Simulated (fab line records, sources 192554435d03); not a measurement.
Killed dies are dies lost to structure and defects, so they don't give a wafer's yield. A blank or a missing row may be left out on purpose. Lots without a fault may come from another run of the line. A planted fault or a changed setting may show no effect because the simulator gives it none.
Split-lot experiment | flow n5_finfet | 7 lots, 39 wafers read, on a route of 1938 steps

THE SPLIT
At N5_BEOL_M4_DEP_57 (deposits SiCN from 3MS/NH3, target thk 8 nm, time 14 s), the setting target_thk_a was moved away from the recipe's 80 angstrom on 18 of the 39 wafers read, by -50.7% to +48.6%. The other wafers ran this setting at the recipe's value.

The reading is taken at the split's own step.

THE READING
SiCN_of_BEOL_M4_DEP_57.thk_nm (the simulator's own value, which no gauge read), in nm, at N5_BEOL_M4_DEP_57 (deposits SiCN from 3MS/NH3, target thk 8 nm, time 14 s). The file gives no usual value for it. The 21 wafers here that ran the recipe average 7.9 nm, standard deviation 0.16 nm.

wafer  | tool, chamber at the split | target_thk_a as run, angstrom | against the recipe | SiCN_of_BEOL_M4_DEP_57.thk_nm, nm | against lot-mates on the recipe
L076.1 | pecvd-01, 0,1,2            | 80                            | recipe             | 8                                 | -
L076.2 | pecvd-01, 0,1,2            | 80                            | recipe             | 8                                 | -
L076.3 | pecvd-01, 0,1,2            | 80                            | recipe             | 8                                 | -
L076.4 | pecvd-01, 0                | 67.16                         | -16.1%             | 6.8                               | -1.2
L076.5 | pecvd-01, 1,2              | 67.16                         | -16.1%             | 7                                 | -1.0
L076.6 | pecvd-01, 1,2              | 67.16                         | -16.1%             | 7                                 | -1.0
L080.1 | pecvd-04, 2                | 80                            | recipe             | 7.6                               | -
L080.2 | pecvd-04, 0,2              | 80                            | recipe             | 7.8                               | -
L080.4 | pecvd-04, 0,2              | 80                            | recipe             | 7.8                               | -
L080.3 | pecvd-04, 1                | 118.9                         | +48.6%             | 11.6                              | +3.9
L080.5 | pecvd-04, 0,1              | 118.9                         | +48.6%             | 11.8                              | +4.1
L080.6 | pecvd-04, 0,1              | 118.9                         | +48.6%             | 11.8                              | +4.1
L081.1 | pecvd-02, 1,0,2            | 115.5                         | +44.4%             | 11.4                              | +3.4
L081.3 | pecvd-02, 1,0,2            | 115.5                         | +44.4%             | 11.4                              | +3.4
L081.4 | pecvd-02, 1,0,2            | 115.5                         | +44.4%             | 11.4                              | +3.4
L081.2 | pecvd-02, 2                | 80                            | recipe             | 8                                 | -
L081.5 | pecvd-02, 0                | 80                            | recipe             | 7.8                               | -
L081.6 | pecvd-02, 1                | 80                            | recipe             | 8.2                               | -
L085.1 | pecvd-02, 1,0              | 80                            | recipe             | 8                                 | -
L085.6 | pecvd-02, 1,0              | 80                            | recipe             | 8                                 | -
L085.2 | pecvd-02, 2,0              | 103.4                         | +29.2%             | 10.2                              | +2.1
L085.3 | pecvd-02, 2,0              | 103.4                         | +29.2%             | 10.2                              | +2.1
L085.4 | pecvd-02, 1                | 80                            | recipe             | 8.2                               | -
L085.5 | pecvd-02, 2                | 103.4                         | +29.2%             | 10.4                              | +2.3
L086.1 | pecvd-01, 1,2,0            | 80                            | recipe             | 8                                 | -
L086.4 | pecvd-01, 1,2,0            | 80                            | recipe             | 8                                 | -
L086.5 | pecvd-01, 1,2,0            | 80                            | recipe             | 8                                 | -
L086.2 | pecvd-01, 2                | 100.5                         | +25.6%             | 10.2                              | +2.2
L086.3 | pecvd-01, 0,1              | 100.5                         | +25.6%             | 10                                | +2.0
L086.6 | pecvd-01, 0,1              | 100.5                         | +25.6%             | 10                                | +2.0
L094.1 | pecvd-01, 2,0,0            | 80                            | recipe             | 8                                 | -
L094.2 | pecvd-01, 2,0,0            | 80                            | recipe             | 8                                 | -
L094.5 | pecvd-01, 2,0,0            | 80                            | recipe             | 8                                 | -
L096.1 | pecvd-04, 1                | 39.44                         | -50.7%             | 3.6                               | -4.1
L096.2 | pecvd-04, 2                | 80                            | recipe             | 7.6                               | -
L096.3 | pecvd-04, 2,1              | 80                            | recipe             | 7.8                               | -
L096.5 | pecvd-04, 2,1              | 80                            | recipe             | 7.8                               | -
L096.4 | pecvd-04, 1,2              | 39.44                         | -50.7%             | 3.8                               | -3.9
L096.6 | pecvd-04, 1,2              | 39.44                         | -50.7%             | 3.8                               | -3.9
Where a row lists several chambers, the file gives one row for several wafers and doesn't say which wafer went through which chamber.

THE FIT
A straight line over all 39 wafers: SiCN_of_BEOL_M4_DEP_57.thk_nm changes by +0.0796 nm for each +1% of target_thk_a; r = +1.00; the points scatter about the line by 0.16 nm.
The same after taking each lot's own level away (the mean of its wafers on the recipe; 39 wafers): +0.0785 nm for each +1%; r = +1.00; scatter 0.12 nm.
On that fit, the largest move of target_thk_a shifts the reading by 4 nm.
The lots' own levels span 7.73 to 8.07 nm, that is 2.1 times the standard deviation above.
So the lot-to-lot level changes the slope little: the two slopes agree.
Check: with one of the wafers moved furthest among these (-50.7%) left out of the fit, the line predicts -3.93 nm for it against its lot-mates. It came out at -4.13 nm against them.

OTHER SPLITS ON THESE WAFERS
These wafers also went through other splits before the reading. Each is held against what the fit with the lots' levels taken away leaves over:
other split on the same wafers | wafers away from the commonest value | r with SiCN_of_BEOL_M4_DEP_57.thk_nm (lot level and that fit taken away)
N5_BEOL_M3_CVD_47 target_thk_a | 12                                   | -0.03

THE FILE'S OWN FIT
SiCN_of_BEOL_M4_DEP_57.thk_nm changes by +0.0787 nm for each +1% of target_thk_a, r = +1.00.
